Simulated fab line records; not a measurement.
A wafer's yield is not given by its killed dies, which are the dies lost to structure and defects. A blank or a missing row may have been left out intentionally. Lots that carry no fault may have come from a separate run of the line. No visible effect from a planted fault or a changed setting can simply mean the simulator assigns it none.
Split-lot study || flow n5_finfet || route with 1938 steps; 7 lots, 21 wafers read

THE SPLIT ITSELF
At N5_DUMMY_GATE_CVD_03 (deposits a-Si from SiH4, target thk 150 nm, time 8042 s), the setting temp_c was moved away from the recipe's 530 C on 12 of the 21 wafers read, by -2.6% to +2.2%. For the rest of the wafers, this setting stayed at what the recipe calls for.

The reading is taken at the split's own step.

THE READING
a-Si_of_DUMMY_GATE_CVD_03.thk_nm (the simulator's own value, which no gauge read), in nm, at N5_DUMMY_GATE_CVD_03 (deposits a-Si from SiH4, target thk 150 nm, time 8042 s). The file gives no usual value for it. Here, 9 wafers ran the recipe; their average is 151.1 nm with a standard deviation of 0.84 nm.

{"wafer": "L075.1", "tool, chamber at the split": "lpcvd-02, 1/40", "temp_c as run, C": 530, "against the recipe": "recipe", "a-Si_of_DUMMY_GATE_CVD_03.thk_nm, nm": 150.6, "against lot-mates on the recipe": "-"}
{"wafer": "L075.2", "tool, chamber at the split": "lpcvd-02, 1/45", "temp_c as run, C": 530, "against the recipe": "recipe", "a-Si_of_DUMMY_GATE_CVD_03.thk_nm, nm": 151, "against lot-mates on the recipe": "-"}
{"wafer": "L075.3", "tool, chamber at the split": "lpcvd-02, 1/50", "temp_c as run, C": 530, "against the recipe": "recipe", "a-Si_of_DUMMY_GATE_CVD_03.thk_nm, nm": 150.2, "against lot-mates on the recipe": "-"}
{"wafer": "L076.3", "tool, chamber at the split": "-, -", "temp_c as run, C": 530, "against the recipe": "recipe", "a-Si_of_DUMMY_GATE_CVD_03.thk_nm, nm": 150.8, "against lot-mates on the recipe": "-"}
{"wafer": "L076.4", "tool, chamber at the split": "-, -", "temp_c as run, C": 530, "against the recipe": "recipe", "a-Si_of_DUMMY_GATE_CVD_03.thk_nm, nm": 151.2, "against lot-mates on the recipe": "-"}
{"wafer": "L076.6", "tool, chamber at the split": "-, -", "temp_c as run, C": 530, "against the recipe": "recipe", "a-Si_of_DUMMY_GATE_CVD_03.thk_nm, nm": 149.8, "against lot-mates on the recipe": "-"}
{"wafer": "L081.1", "tool, chamber at the split": "-, -", "temp_c as run, C": 530, "against the recipe": "recipe", "a-Si_of_DUMMY_GATE_CVD_03.thk_nm, nm": 151.4, "against lot-mates on the recipe": "-"}
{"wafer": "L081.2", "tool, chamber at the split": "-, -", "temp_c as run, C": 530, "against the recipe": "recipe", "a-Si_of_DUMMY_GATE_CVD_03.thk_nm, nm": 152.8, "against lot-mates on the recipe": "-"}
{"wafer": "L081.3", "tool, chamber at the split": "-, -", "temp_c as run, C": 530, "against the recipe": "recipe", "a-Si_of_DUMMY_GATE_CVD_03.thk_nm, nm": 151.8, "against lot-mates on the recipe": "-"}
{"wafer": "L083.1", "tool, chamber at the split": "-, -", "temp_c as run, C": 540.2, "against the recipe": "+1.9%", "a-Si_of_DUMMY_GATE_CVD_03.thk_nm, nm": 201.4, "against lot-mates on the recipe": "no lot-mate on the recipe"}
{"wafer": "L083.2", "tool, chamber at the split": "-, -", "temp_c as run, C": 540.2, "against the recipe": "+1.9%", "a-Si_of_DUMMY_GATE_CVD_03.thk_nm, nm": 201, "against lot-mates on the recipe": "no lot-mate on the recipe"}
{"wafer": "L083.3", "tool, chamber at the split": "-, -", "temp_c as run, C": 540.2, "against the recipe": "+1.9%", "a-Si_of_DUMMY_GATE_CVD_03.thk_nm, nm": 202.2, "against lot-mates on the recipe": "no lot-mate on the recipe"}
{"wafer": "L086.3", "tool, chamber at the split": "-, -", "temp_c as run, C": 516.4, "against the recipe": "-2.6%", "a-Si_of_DUMMY_GATE_CVD_03.thk_nm, nm": 99.8, "against lot-mates on the recipe": "no lot-mate on the recipe"}
{"wafer": "L086.4", "tool, chamber at the split": "-, -", "temp_c as run, C": 516.4, "against the recipe": "-2.6%", "a-Si_of_DUMMY_GATE_CVD_03.thk_nm, nm": 101, "against lot-mates on the recipe": "no lot-mate on the recipe"}
{"wafer": "L086.6", "tool, chamber at the split": "-, -", "temp_c as run, C": 516.4, "against the recipe": "-2.6%", "a-Si_of_DUMMY_GATE_CVD_03.thk_nm, nm": 99.6, "against lot-mates on the recipe": "no lot-mate on the recipe"}
{"wafer": "L089.1", "tool, chamber at the split": "-, -", "temp_c as run, C": 540.1, "against the recipe": "+1.9%", "a-Si_of_DUMMY_GATE_CVD_03.thk_nm, nm": 201.2, "against lot-mates on the recipe": "no lot-mate on the recipe"}
{"wafer": "L089.3", "tool, chamber at the split": "-, -", "temp_c as run, C": 540.1, "against the recipe": "+1.9%", "a-Si_of_DUMMY_GATE_CVD_03.thk_nm, nm": 199.2, "against lot-mates on the recipe": "no lot-mate on the recipe"}
{"wafer": "L089.4", "tool, chamber at the split": "-, -", "temp_c as run, C": 540.1, "against the recipe": "+1.9%", "a-Si_of_DUMMY_GATE_CVD_03.thk_nm, nm": 199.6, "against lot-mates on the recipe": "no lot-mate on the recipe"}
{"wafer": "L090.4", "tool, chamber at the split": "-, -", "temp_c as run, C": 541.4, "against the recipe": "+2.2%", "a-Si_of_DUMMY_GATE_CVD_03.thk_nm, nm": 205, "against lot-mates on the recipe": "no lot-mate on the recipe"}
{"wafer": "L090.5", "tool, chamber at the split": "-, -", "temp_c as run, C": 541.4, "against the recipe": "+2.2%", "a-Si_of_DUMMY_GATE_CVD_03.thk_nm, nm": 206.6, "against lot-mates on the recipe": "no lot-mate on the recipe"}
{"wafer": "L090.6", "tool, chamber at the split": "-, -", "temp_c as run, C": 541.4, "against the recipe": "+2.2%", "a-Si_of_DUMMY_GATE_CVD_03.thk_nm, nm": 205.6, "against lot-mates on the recipe": "no lot-mate on the recipe"}

THE FIT
A straight line over all 21 wafers: a-Si_of_DUMMY_GATE_CVD_03.thk_nm changes by +23 nm for each +1% of temp_c; r = +1.00; the points scatter about the line by 3.4 nm.
Too few moved wafers with a lot-mate on the recipe to fit a line net of each lot's own level.

THE WHOLE CHAIN: every reading that the file lists as answering this split, in the file's order
{"step": "N5_DUMMY_GATE_CVD_03", "what it does": "deposits a-Si from SiH4, target thk 150 nm, time 8042 s", "reading": "a-Si_of_DUMMY_GATE_CVD_03.thk_nm (the simulator's own value, which no gauge read)", "change (the file's fit)": "+23 nm for each +1% of the setting", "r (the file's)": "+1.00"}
{"step": "N5_DUMMY_GATE_CMP_04", "what it does": "polishes a-Si", "reading": "time_to_endpoint_s", "change (the file's fit)": "withheld for each +1% of the setting", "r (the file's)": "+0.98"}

THE FILE'S OWN FIT
a-Si_of_DUMMY_GATE_CVD_03.thk_nm changes by +23 nm for each +1% of temp_c, r = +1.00.
